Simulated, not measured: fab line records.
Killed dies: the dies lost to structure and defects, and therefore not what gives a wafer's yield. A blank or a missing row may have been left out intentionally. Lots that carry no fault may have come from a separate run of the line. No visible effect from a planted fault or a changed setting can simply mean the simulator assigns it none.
Chamber matching + flow n5Finfet + N5_BEOL_M0_SAQP_PECVD_00 on pecvd-03 has 3 sister chambers
The step deposits SiCN from 3MS/NH3, target thk 8 nm, time 14 s. 20 wafers are shown with their chamber, then 10 later ones without.

== WAFERS PAIRED WITH THEIR CHAMBERS ==
| wafer  | chamber | throttleValvePct (%) | showerheadPlenumPTorr (Torr) |
|--------|---------|----------------------|------------------------------|
| L077.2 | 1       | 10.6                 | 3.671                        |
| L077.3 | 2       | 8.3                  | 3.656                        |
| L077.6 | 0       | 8.6                  | 3.667                        |
| L079.1 | 0       | 8.5                  | 3.654                        |
| L079.2 | 2       | 8.5                  | 3.654                        |
| L079.3 | 1       | 10.1                 | 3.670                        |
| L079.4 | 0       | 8.4                  | 3.676                        |
| L079.5 | 1       | 10.5                 | 3.668                        |
| L079.6 | 2       | 8.4                  | 3.662                        |
| L082.1 | 0       | 8.4                  | 3.666                        |
| L082.2 | 2       | 8.4                  | 3.657                        |
| L082.6 | 2       | 8.5                  | 3.660                        |
| L082.3 | 0       | 8.6                  | 3.664                        |
| L082.4 | 2       | 8.5                  | 3.659                        |
| L082.5 | 0       | 8.4                  | 3.655                        |
| L084.1 | 0       | 8.6                  | 3.665                        |
| L084.2 | 1       | 10.4                 | 3.670                        |
| L084.5 | 1       | 10.6                 | 3.677                        |
| L087.1 | 2       | 8.7                  | 3.664                        |
| L087.5 | 1       | 10.6                 | 3.689                        |

SIGNATURES, as means of the wafers listed above
| reading               | chamber 0 | chamber 1 | chamber 2 | scatter within a chamber |
|-----------------------|-----------|-----------|-----------|--------------------------|
| throttleValvePct      | 8.500     | 10.467    | 8.471     | 0.143                    |
| showerheadPlenumPTorr | 3.66386   | 3.67417   | 3.65886   | 0.00652                  |
Rule: a wafer's distance from a chamber is the root of the sum, over the readings, of the square of ((its reading less the chamber's mean) divided by the reading's scatter). If the next closest chamber is less than 2 further off than the closest, the wafer can't be placed; otherwise it belongs to the closest. The scatter: take each reading less its chamber's mean, square it, sum over the shown wafers, divide by the number of wafers less the number of chambers, and take the root.

== WAFERS WITH NO CHAMBER GIVEN ==
| wafer  | throttleValvePct (%) | showerheadPlenumPTorr (Torr) |
|--------|----------------------|------------------------------|
| L087.6 | 8.8                  | 3.670                        |
| L092.1 | 8.4                  | 3.669                        |
| L092.3 | 8.8                  | 3.668                        |
| L092.5 | 8.3                  | 3.665                        |
| L093.3 | 8.7                  | 3.667                        |
| L093.5 | 10.1                 | 3.679                        |
| L093.6 | 8.4                  | 3.662                        |
| L096.1 | 8.6                  | 3.671                        |
| L096.2 | 8.6                  | 3.666                        |
| L096.3 | 10.5                 | 3.677                        |

== EACH ONE'S CHAMBER ==
| wafer  | from the rows above     | in truth |
|--------|-------------------------|----------|
| L087.6 | can't be placed: 0 or 2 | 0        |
| L092.1 | can't be placed: 0 or 2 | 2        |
| L092.3 | can't be placed: 0 or 2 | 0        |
| L092.5 | can't be placed: 0 or 2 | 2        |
| L093.3 | can't be placed: 0 or 2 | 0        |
| L093.5 | 1                       | 1        |
| L093.6 | can't be placed: 2 or 0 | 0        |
| L096.1 | can't be placed: 0 or 2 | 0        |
| L096.2 | can't be placed: 0 or 2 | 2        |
| L096.3 | 1                       | 1        |
Correct placement for 2 of the 10. Not placeable from these rows: 8 (in 8, the candidates include the true chamber). Wrongly placed: 0.
